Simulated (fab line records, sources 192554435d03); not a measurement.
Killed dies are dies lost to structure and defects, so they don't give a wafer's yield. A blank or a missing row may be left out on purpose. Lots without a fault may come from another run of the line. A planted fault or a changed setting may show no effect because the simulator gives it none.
fab line records | flow n5_finfet
record lots=12 wafers=36 last_day=17
route steps=1938 shown BEOL_M11@1593 BEOL_M12@1603 PASSIVATION@1936
lots that met no fault: from a run of the same line without faults
start_h: hours from the record's first day to the start of the lot's first wafer shown | wait_h: hours since the lot's step before | " the same as in the row above | L1.1+2: a row that stands for several wafers | - no value, or no start given | * or withheld: withheld | < > ~ a bound
route shown NAME@n: a module of which the file shows steps, and the number in the route of the first | usual: mean/standard deviation of fault-free wafers | same: alike in all rows | chamber/n: place in a boat | sites: the reading at each site | _std_site: their standard deviation | _edge_site: outer sites' mean less inner sites' | radius_mm: how far each site lies from the wafer's centre | mask NAME#n: copy n | behind: the tool/chamber that last shaped the wafer | hold: why the lot was held/for how many hours/how that ended | device: the transistor (n, p or np) that didn't switch | end of line: the same wafers' tests at the end of the route | a step without rows: its recipe alone | killed: dies lost to structure and defects at the first sort, not the wafer's yield | map: a wafer's dies, x killed, . not, _ none there
set.NAME: the setting as run; set.NAME@STEP: as run at that earlier step | model.NAME: the simulator's own value behind a step, which no gauge read
steps of the route over a sample of lots; a table a step, a row a wafer
services: from which hour (start_h, from the record's first day; less than 0 if before it) a tool's chamber was out of use, for how many hours, and why
## steps
# step N5_BEOL_M11_SPUTTER_48
# recipe material=Cu target_thk_a=120 temp_c=-20 bias_v=60 power_w=26000 chamber_pressure_pa=0.13 time_s=2
# usual throttle_valve_pct=29.9/1.4
# same time_s=2
# columns lot.wafer tool chamber start_h wait_h throttle_valve_pct
L601.2 pvd_sputter-03 - 231.67 0.3 28.0
L601.5 " - " " 29.9
L601.6 " - " " 32.0
L604.1 pvd_sputter-02 - 233.71 0.1 29.4
L604.3 " - " " 29.5
L604.5 " - " " 29.9
L602.3 pvd_sputter-01 - 234.13 0.1 29.2
L602.4 " - " " 31.1
L602.5 " - " " 30.4
L606.1 pvd_sputter-01 - 262.25 0.2 28.3
L606.4 " - " " 31.2
L606.6 " - " " 30.3
L608.1 pvd_sputter-03 - 269.65 0.1 32.2
L608.4 " - " " 27.9
L608.6 " - " " 32.2
L609.1 pvd_sputter-01 - 274.31 0.1 28.2
L609.4 " - " " 30.3
L609.6 " - " " 28.4
L615.2 pvd_sputter-03 - 313.45 0.1 31.7
L615.3 " - " " 29.6
L615.5 " - " " 32.2
L618.4 pvd_sputter-03 - 319.51 0.1 32.5
L618.5 " - " " 32.1
L618.6 " - " " 27.9
L622.1 pvd_sputter-03 - 347.83 0.3 32.3
L622.3 " - " " 29.7
L622.4 " - " " 27.9
L620.1 pvd_sputter-03 - 348.05 0.1 27.6
L620.4 " - " " 30.0
L620.5 " - " " 32.3
L623.2 pvd_sputter-02 - 360.78 0.1 29.6
L623.3 " - " " 29.4
L623.6 " - " " 27.9
L624.1 pvd_sputter-02 - 363.70 0.1 27.8
L624.4 " - " " 30.0
L624.5 " - " " 27.7
# step N5_BEOL_M11_DEP_56
# recipe material=SiCN target_thk_a=300 temp_c=withheld precursor=3MS/NH3 pressure_torr=3 rf_w=675 time_s=10.5
# usual showerhead_plenum_p_Torr=4.168/0.019 throttle_valve_pct=18.0/0.68
# same time_s=10.5
# columns lot.wafer tool chamber start_h wait_h showerhead_plenum_p_Torr throttle_valve_pct
L601.2 pecvd-04 2 233.00 0.0 4.178 16.9
L601.5 " 2 " " 4.178 16.8
L601.6 " 1 " " 4.175 17.6
L604.1 pecvd-04 0 234.62 0.0 4.154 18.6
L604.3 " 2 " " 4.174 17.2
L604.5 " 2 " " 4.166 16.8
L602.3 pecvd-01 0 235.01 0.0 4.173 19.1
L602.4 " 0 " " 4.162 19.0
L602.5 " 1 " " 4.155 19.2
L606.1 pecvd-04 1 263.41 0.0 4.171 17.3
L606.4 " 0 " " 4.146 19.0
L606.6 " 1 " " 4.167 17.3
L608.1 pecvd-04 0 270.53 0.0 4.162 18.7
L608.4 " 0 " " 4.147 18.8
L608.6 " 2 " " 4.164 17.1
L609.1 pecvd-03 1 275.39 0.0 4.201 18.3
L609.4 " 2 " " 4.143 17.8
L609.6 " 0 " " 4.207 17.8
L615.2 pecvd-04 0 314.38 0.0 4.152 18.8
L615.3 " 2 " " 4.178 17.3
L615.5 " 1 " " 4.181 17.7
L615.2 pecvd-04 0 314.58 0.2 4.152 18.8
L615.3 " 2 " " 4.165 16.9
L615.5 " 1 " " 4.175 17.7
L618.4 pecvd-03 0 320.68 0.0 4.198 18.0
L618.5 " 1 " " 4.198 18.5
L618.6 " 2 " " 4.146 17.5
L618.4 pecvd-03 0 320.91 0.2 4.201 17.9
L618.5 " 1 " " 4.192 18.5
L618.6 " 2 " " 4.147 17.7
L622.1 pecvd-04 1 349.11 0.0 4.174 17.6
L622.3 " 2 " " 4.170 17.4
L622.4 " 1 " " 4.175 17.7
L620.1 pecvd-04 2 349.54 0.0 4.172 17.5
L620.4 " 1 " " 4.180 17.5
L620.5 " 0 " " 4.161 18.7
L623.2 pecvd-04 0 361.66 0.0 4.150 18.8
L623.3 " 1 " " 4.173 17.5
L623.6 " 0 " " 4.151 18.7
L624.1 pecvd-03 0 364.66 0.0 4.194 17.6
L624.4 " 2 " " 4.159 17.9
L624.5 " 0 " " 4.202 18.0
# step N5_BEOL_M11_INSPECT_58
# recipe inspect_instrument=darkfield mode=post_dep
# usual raw_defect_count=75/24
# columns lot.wafer tool chamber start_h wait_h raw_defect_count
L601.2 defect_inspect-01 - 233.09 0.0 58
L601.5 " - " " 48
L601.6 " - " " 69
L604.1 defect_inspect-02 - 234.71 0.0 81
L604.3 " - " " 80
L604.5 " - " " 50
L602.3 defect_inspect-01 - 235.10 0.0 87
L602.4 " - " " 108
L602.5 " - " " 90
L606.1 defect_inspect-01 - 263.50 0.0 42
L606.4 " - " " 97
L606.6 " - " " 79
L608.1 defect_inspect-02 - 270.61 0.0 38
L608.4 " - " " 59
L608.6 " - " " 60
L609.1 defect_inspect-01 - 275.48 0.0 44
L609.4 " - " " 61
L609.6 " - " " 74
L615.2 defect_inspect-01 - 314.66 0.0 57
L615.3 " - " " 139
L615.5 " - " " 135
L618.4 defect_inspect-01 - 320.99 0.0 60
L618.5 " - " " 78
L618.6 " - " " 74
L622.1 defect_inspect-01 - 349.20 0.0 78
L622.3 " - " " 61
L622.4 " - " " 52
L620.1 defect_inspect-02 - 349.63 0.0 76
L620.4 " - " " 57
L620.5 " - " " 48
L623.2 defect_inspect-02 - 361.75 0.0 71
L623.3 " - " " 71
L623.6 " - " " 89
L624.1 defect_inspect-02 - 364.75 0.0 87
L624.4 " - " " 66
L624.5 " - " " 97
# step N5_BEOL_M12_THK_MEAS_01
# recipe reads=SiOC_of_BEOL_M12_ILD_DEP_00
# usual M12_ILD_THK=660/8.4
# columns lot.wafer tool chamber start_h wait_h M12_ILD_THK[nm]
L601.2 film_metro-02 - 233.26 0.1 657
L601.5 " - " " 668
L601.6 " - " " 668
L604.1 film_metro-01 - 234.88 0.1 656
L604.3 " - " " 644
L604.5 " - " " 666
L602.3 film_metro-02 - 235.27 0.1 655
L602.4 " - " " 668
L602.5 " - " " 662
L606.1 film_metro-01 - 263.67 0.1 656
L606.4 " - " " 663
L606.6 " - " " 666
L608.1 film_metro-01 - 270.78 0.1 654
L608.4 " - " " 665
L608.6 " - " " 675
L609.1 film_metro-01 - 275.65 0.1 660
L609.4 " - " " 667
L609.6 " - " " 679
L615.2 film_metro-02 - 314.83 0.1 650
L615.3 " - " " 661
L615.5 " - " " 663
L618.4 film_metro-01 - 321.27 0.0 664
L618.5 " - " " 663
L618.6 " - " " 659
L622.1 film_metro-02 - 349.36 0.1 656
L622.3 " - " " 650
L622.4 " - " " 666
L620.1 film_metro-02 - 349.80 0.1 656
L620.4 " - " " 661
L620.5 " - " " 668
L623.2 film_metro-01 - 361.92 0.1 650
L623.3 " - " " 647
L623.6 " - " " 659
L624.1 film_metro-02 - 364.91 0.1 654
L624.4 " - " " 649
L624.5 " - " " 660
# step N5_PASSIVATION_PROBE_49
# usual defect_limited_yield=91.1/1.3 killed_at_M0_to_M3=36/10 killed_at_M4_up=14/4.4 killed_at_contacts=14/5.7 killed_at_front_end=39/9.4 killed_at_other=2.9/2.6 killed_dies=105/15 killed_open=70/12 killed_short=34/7.1 sort_bin_5_function=5.3/0.77 sort_bin_6_memory=3.3/0.66 sort_n_pass=1075/15 sort_yield_pct=91.1/1.3
# same gross_dies=1180 killed_at_back_side=0 sort_bin_4_leakage[%]=0 sort_bin_8_speed[%]=0
# columns lot.wafer tool chamber start_h wait_h defect_limited_yield[%] killed_at_M0_to_M3 killed_at_M4_up killed_at_contacts killed_at_front_end killed_at_other killed_dies killed_open killed_short sort_bin_5_function[%] sort_bin_6_memory[%] sort_n_pass sort_yield_pct[%]
L604.1 prober-02 - 278.73 0.0 92.4 34 11 9 33 3 90 61 28 4.0 3.3 1090 92.4
L604.3 prober-02 - 278.83 0.1 90.3 49 12 4 44 6 115 67 48 4.7 4.2 1065 90.3
L604.5 prober-02 - 278.93 0.2 91.3 29 8 1 57 8 103 61 42 4.5 3.8 1077 91.3
# killed by level:class
L604.1 BEOL_M2:geometric_particle:open=13 STI_FIN_REVEAL:geometric_particle:open=8 MOL_CONTACT_COAG:geometric_particle:open=8 BEOL_M0_SAQP:geometric_particle:short=5 FIN_SAQP:geometric_particle:open=4 ILD0:geometric_particle:open=4 BEOL_M3:geometric_particle:open=4 BEOL_M4:geometric_particle:open=4
L604.3 BEOL_M0_SAQP:geometric_particle:short=15 BEOL_M2:geometric_particle:open=10 STI_FIN_REVEAL:geometric_particle:open=8 BEOL_M3:geometric_particle:open=8 FIN_SAQP:geometric_particle:short=7 ILD0:geometric_particle:short=7 BEOL_M0_SAQP:geometric_particle:open=7 BEOL_M4:geometric_particle:open=5
L604.5 STI_FIN_REVEAL:geometric_particle:open=11 FIN_SAQP:geometric_particle:open=8 DUMMY_GATE:geometric_particle:open=8 GATE_CUT:geometric_particle:short=6 BEOL_M3:geometric_particle:open=6 FIN_SAQP:geometric_particle:short=5 BEOL_M2:geometric_particle:open=5 ILD0:geometric_particle:open=4
## services
# columns tool chamber start_h hours kind
pecvd-04 1 226.33 5.5 scheduled_down
pecvd-03 0 267.79 5.5 scheduled_down
pecvd-01 1 271.54 5.0 scheduled_down
pecvd-04 - 304.29 2.8 pm
pecvd-04 2 309.11 4.2 repair
pecvd-03 0 343.85 2.1 scheduled_down
pvd_sputter-01 - 347.55 1.5 repair
## key
first_sign step=N5_BEOL_M11_DEP_56 reading=visit direction=added
effect none on later readings
met_at N5_BEOL_M11_DEP_56
struck_lots L615,L618
not_acting_at N5_BEOL_M11_SPUTTER_48,N5_BEOL_M11_INSPECT_58,N5_BEOL_M12_THK_MEAS_01
fault kind=repeated_step_whole tool=pecvd-01,pecvd-03,pecvd-04 chamber=- onset_h=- steps=N5_BEOL_M11_DEP_56 times=1 scope=struck_lots_only
